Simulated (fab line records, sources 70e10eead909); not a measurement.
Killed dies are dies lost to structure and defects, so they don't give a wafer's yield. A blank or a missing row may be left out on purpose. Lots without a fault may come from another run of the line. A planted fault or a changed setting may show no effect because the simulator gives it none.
fab line records | flow nand_harc
record lots=6 wafers=18 last_day=33
route steps=1302 shown A_ZERO_WELL@408 A_SOURCE_PLATE@413
lots that met no fault: from a run of the same line without faults
start_h: hours from the record's first day to the start of the lot's first wafer shown | wait_h: hours since the lot's step before | " the same as in the row above | L1.1+2: a row that stands for several wafers | - no value, or no start given | * or withheld: withheld | < > ~ a bound
route shown NAME@n: a module of which the file shows steps, and the number in the route of the first | usual: mean/standard deviation of fault-free wafers | same: alike in all rows | chamber/n: place in a boat | sites: the reading at each site | _std_site: their standard deviation | _edge_site: outer sites' mean less inner sites' | radius_mm: how far each site lies from the wafer's centre | mask NAME#n: copy n | behind: the tool/chamber that last shaped the wafer | hold: why the lot was held/for how many hours/how that ended | device: the transistor (n, p or np) that didn't switch | end of line: the same wafers' tests at the end of the route | a step without rows: its recipe alone | killed: dies lost to structure and defects at the first sort, not the wafer's yield | map: a wafer's dies, x killed, . not, _ none there
set.NAME: the setting as run; set.NAME@STEP: as run at that earlier step | model.NAME: the simulator's own value behind a step, which no gauge read
lots at some steps of the route; a table a step, a row a wafer
services: from which hour (start_h, from the record's first day; less than 0 if before it) a tool's chamber was out of use, for how many hours, and why
## steps
# step NHARC_A_ZERO_WELL_IMPLANT_15
# recipe energy_kev=150 dose_cm2=1e+13 tilt_deg=7
# step NHARC_A_ZERO_WELL_PRECLEAN_22
# recipe time_s=60 temp_c=50 bath_age_min=0 chemistry=SC1
# step NHARC_A_ZERO_WELL_SRD_23
# step NHARC_A_ZERO_WELL_RTA_16
# recipe temp_c=1000 time_s=10
# usual lamp_power_pct=30.7/1.8 lamp_zone_6_pct=30.6/1.8 wafer_temp_C_max=1004.3/1.2
# columns lot.wafer tool chamber start_h wait_h lamp_power_pct lamp_zone_6_pct wafer_temp_C_max
L780.1 rtp_anneal-01 0 156.63 - 32.6 32.5 1002.8
L780.3 " 0 " " 32.6 32.6 1004.7
L780.4 " 0 " " 32.6 32.6 1003.4
L790.2 rtp_anneal-02 0 257.82 - 29.1 29.0 1005.4
L790.3 " 0 " " 29.0 29.0 1007.7
L790.5 " 0 " " 29.0 29.0 1004.0
L796.4 rtp_anneal-01 0 328.15 - 32.6 32.6 1003.4
L796.5 " 0 " " 32.6 32.5 1004.7
L796.6 " 0 " " 32.6 32.6 1002.6
L797.2 rtp_anneal-02 0 334.61 - 29.0 29.0 1006.4
L797.3 " 0 " " 29.0 29.0 1003.5
L797.6 " 0 " " 29.1 29.0 1005.6
L801.3 rtp_anneal-02 0 362.49 - 29.0 29.0 1004.3
L801.4 " 0 " " 29.1 28.9 1006.4
L801.5 " 0 " " 29.0 28.9 1005.9
L800.3 rtp_anneal-01 0 363.59 - 32.6 32.6 1002.4
L800.4 " 0 " " 32.6 32.5 1003.6
L800.6 " 0 " " 32.6 32.5 1004.0
# step NHARC_A_ZERO_WELL_INSPECT_17
# usual raw_defect_count=9/4.5
# columns lot.wafer tool chamber start_h wait_h raw_defect_count
L780.1 defect_inspect-02 - 156.83 0.2 8
L780.3 " - " " 10
L780.4 " - " " 3
L790.2 defect_inspect-01 - 257.99 0.1 4
L790.3 " - " " 6
L790.5 " - " " 2
L796.4 defect_inspect-02 - 328.26 0.1 10
L796.5 " - " " 14
L796.6 " - " " 6
L797.2 defect_inspect-02 - 334.78 0.1 9
L797.3 " - " " 14
L797.6 " - " " 6
L801.3 defect_inspect-01 - 362.63 0.1 5
L801.4 " - " " 13
L801.5 " - " " 4
L800.3 defect_inspect-01 - 363.85 0.2 4
L800.4 " - " " 9
L800.6 " - " " 4
# step NHARC_A_SOURCE_PLATE_PRECLEAN_00
# recipe time_s=60 chemistry=HF-LAST
# step NHARC_A_SOURCE_PLATE_SRD_01
# step NHARC_A_SOURCE_PLATE_OXIDE_02
# recipe target_thk_a=100 temp_c=900 ox_time_s=1362 material=SiO2
# step NHARC_A_SOURCE_PLATE_THK_MEAS_09
# recipe thk_meas_gauge=ellipsometry
# usual thk_nm=9.6/0.97
# columns lot.wafer tool chamber start_h wait_h thk_nm
L780.1 film_metro-01 - 161.70 0.4 8.8
L780.3 " - " " 9.7
L780.4 " - " " 9.9
L790.2 film_metro-02 - 267.51 0.4 10.4
L790.3 " - " " 8.7
L790.5 " - " " 9.7
L796.4 film_metro-01 - 337.25 0.4 9.7
L796.5 " - " " 9.1
L796.6 " - " " 9.3
L797.2 film_metro-01 - 342.64 0.4 10.4
L797.3 " - " " 9.1
L797.6 " - " " 10.1
L801.3 film_metro-01 - 376.15 0.4 9.7
L801.4 " - " " 10.5
L801.5 " - " " 10.5
L800.3 film_metro-01 - 376.16 0.4 9.3
L800.4 " - " " 8.4
L800.6 " - " " 9.0
# step NHARC_A_SOURCE_PLATE_PVD_04
# recipe target_thk_a=500 material=WSi2
# step NHARC_A_SOURCE_PLATE_CVD_03
# recipe target_thk_a=2000 temp_c=620 pressure_mtorr=200 time_s=4000 material=poly-Si
# step NHARC_A_SOURCE_PLATE_ANNEAL_05
# recipe temp_c=850 time_s=1800
# usual run_length_s=1836/4.6 spike_tc_bottom_C=871/3.1 spike_tc_top_C=862.9/1.3 tube_center_temp_C=850.02/0.071
# columns lot.wafer tool chamber start_h wait_h run_length_s spike_tc_bottom_C spike_tc_top_C tube_center_temp_C
L780.1 furnace-04 0 170.33 2.9 1830 866 862.7 850.14
L780.3 " 0 " " 1830 867 863.7 850.06
L780.4 " 0 " " 1830 867 863.3 850.07
L790.2 furnace-08 0 276.59 3.4 1838 873 862.7 850.07
L790.3 " 0 " " 1838 873 861.7 850.07
L790.5 " 0 " " 1838 873 863.3 850.05
L796.4 furnace-08 - 346.95 3.4 - - - -
L796.5 " - " " - - - -
L796.6 " - " " - - - -
L797.2 furnace-08 - 354.37 6.1 - - - -
L797.3 " - " " - - - -
L797.6 " - " " - - - -
L800.3 furnace-01 0 384.99 3.3 1837 871 863.1 850.15
L800.4 " 0 " " 1837 872 865.7 850.14
L800.6 " 0 " " 1837 871 865.5 849.9
L801.3 furnace-01 0 384.99 3.3 1828 870 863.5 850.01
L801.4 " 0 " " 1828 870 863.0 850.06
L801.5 " 0 " " 1828 872 864.5 850.06
# step NHARC_A_SOURCE_PLATE_THK_MEAS_06
# recipe thk_meas_gauge=ellipsometry
# usual thk_nm=200.4/1.9
# columns lot.wafer tool chamber start_h wait_h thk_nm
L780.1 film_metro-01 - 174.22 0.4 202.7
L780.3 " - " " 197.1
L780.4 " - " " 200.5
L790.2 film_metro-01 - 280.48 0.4 201.1
L790.3 " - " " 200.6
L790.5 " - " " 201.2
L796.4 film_metro-01 - 350.89 0.4 198.0
L796.5 " - " " 194.9
L796.6 " - " " 196.8
L797.2 film_metro-01 - 358.39 0.4 201.2
L797.3 " - " " 202.2
L797.6 " - " " 202.2
L801.3 film_metro-02 - 388.87 0.4 200.1
L801.4 " - " " 201.5
L801.5 " - " " 200.8
L800.3 film_metro-02 - 388.88 0.4 201.1
L800.4 " - " " 198.1
L800.6 " - " " 200.0
## services
# columns tool chamber start_h hours kind
furnace-01 - 206.71 26.0 pm
furnace-08 - 208.16 4.0 repair
furnace-04 - 329.55 29.0 repair
rtp_anneal-01 - 372.23 12.0 pm
## key
first_sign step=NHARC_A_SOURCE_PLATE_ANNEAL_05 reading=tool_record direction=missing
effect none on later readings
met_at NHARC_A_SOURCE_PLATE_ANNEAL_05
struck_wafers L796.4,L796.5,L796.6,L797.2,L797.3,L797.6
later_rows_left_out L796.4,L796.5,L796.6,L797.2,L797.3,L797.6
sort_left_out L796.4,L796.5,L796.6,L797.2,L797.3,L797.6
tester_left_out L796,L797
onset_between 276.59 346.95
fault kind=skipped_step_whole tool=furnace-08 chamber=- onset_h=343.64 steps=NHARC_A_SOURCE_PLATE_ANNEAL_05 scope=struck_lots_only
# tester_left_out: of these lots the tester's yield and bins aren't shown, on N5 and GAA mostly nor the transistor test; their killed dies are dies lost to structure and defects alone, not to doping, threshold or leakage, so they don't give the yield
# sort_left_out: the simulated sort isn't trusted on such a fault, so these wafers' sort isn't shown, and their yield isn't known
# later_rows_left_out: the simulator's readings of these wafers behind a module that went badly wrong aren't trusted and aren't shown, but for the sort
